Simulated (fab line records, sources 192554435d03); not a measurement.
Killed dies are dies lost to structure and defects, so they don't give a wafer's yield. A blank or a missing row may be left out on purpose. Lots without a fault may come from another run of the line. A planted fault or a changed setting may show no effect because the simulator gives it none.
One fault seen from 2 desks | flow n5_finfet | each desk has only its own numbers; what lay behind them comes last

THE TOOL OWNER'S DESK: rie_diel-02
The tool's own readings at N5_PMOS_HMC_CHANNEL_EPI_ETCH_32 (etches BARC in N2/H2, stops on SiO2, target depth 85.8 nm, time 50.3 s): means of the sampled wafers that have a number, for each lot that ran on this tool. A lot is out of limits, marked OUT, if its mean lies more than 4 standard deviations from the usual mean; the brackets give that distance.
Columns: A = drypump_motor_current_A at N5_PMOS_HMC_CHANNEL_EPI_ETCH_32, usual 5.8 A; B = oes_product_au at N5_PMOS_HMC_CHANNEL_EPI_ETCH_32, usual 0.69 a.u.; C = rf_fwd_power_W at N5_PMOS_HMC_CHANNEL_EPI_ETCH_32, usual 831 W; D = rf_vpp_V at N5_PMOS_HMC_CHANNEL_EPI_ETCH_32, usual 523.9 V; E = showerhead_plenum_p_Torr at N5_PMOS_HMC_CHANNEL_EPI_ETCH_32, usual 2.55 Torr; F = throttle_valve_pct at N5_PMOS_HMC_CHANNEL_EPI_ETCH_32, usual 17.80 %
lot  | first seen here | A   | B    | C   | D     | E    | F
L838 | day 4 11:20     | 5.4 | 0.75 | 829 | 522.8 | 2.54 | 17.72
L841 | day 5 05:48     | 5.8 | 0.69 | 830 | 522.7 | 2.51 | 17.71
L842 | day 5 11:14     | 5.8 | 0.66 | 831 | 523.8 | 2.54 | 17.84
This desk's finding: nothing out of limits on any of the 3 lots.

THE METROLOGY DESK
What the gauges read, lot by lot, whatever tool the lot ran on: means of the sampled wafers that have a number. A lot is out of limits, marked OUT, if its mean lies more than 4 standard deviations from the usual mean; the brackets give that distance. Of its 10 readings 7 are shown: those that lie furthest out on some lot.
Columns: A = DIBL_N at N5_BEOL_M4_RC_MEAS_101, usual 36.0 mV/V; B = DIBL_P at N5_BEOL_M4_RC_MEAS_101, usual 35.9 mV/V; C = IOFF_N at N5_BEOL_M4_RC_MEAS_101, usual 0.16 nA/um; D = IOFF_P at N5_BEOL_M4_RC_MEAS_101, usual 0.21 nA/um; E = ION_P at N5_BEOL_M4_RC_MEAS_101, usual 463 uA/um; F = VT_N at N5_BEOL_M4_RC_MEAS_101, usual 250 mV; G = VT_P at N5_BEOL_M4_RC_MEAS_101, usual -251 mV
lot  | first seen here | A    | B    | C    | D    | E   | F   | G
L830 | day 9 02:06     | 33.6 | 33.8 | 0.12 | 0.14 | 455 | 254 | -257
L838 | day 10 14:39    | 37.0 | 34.4 | 0.15 | 0.22 | 467 | 251 | -249
L841 | day 11 07:19    | 36.3 | 35.0 | 0.16 | 0.21 | 470 | 250 | -250
L842 | day 12 00:22    | 32.5 | 31.6 | 0.10 | 0.13 | 446 | 258 | -260
This desk's finding: nothing out of limits on any of the 4 lots.

PUT TOGETHER
The tool owner's desk saw nothing out of limits.
The metrology desk saw nothing out of limits.

WHAT THE SIMULATOR HAD PUT IN
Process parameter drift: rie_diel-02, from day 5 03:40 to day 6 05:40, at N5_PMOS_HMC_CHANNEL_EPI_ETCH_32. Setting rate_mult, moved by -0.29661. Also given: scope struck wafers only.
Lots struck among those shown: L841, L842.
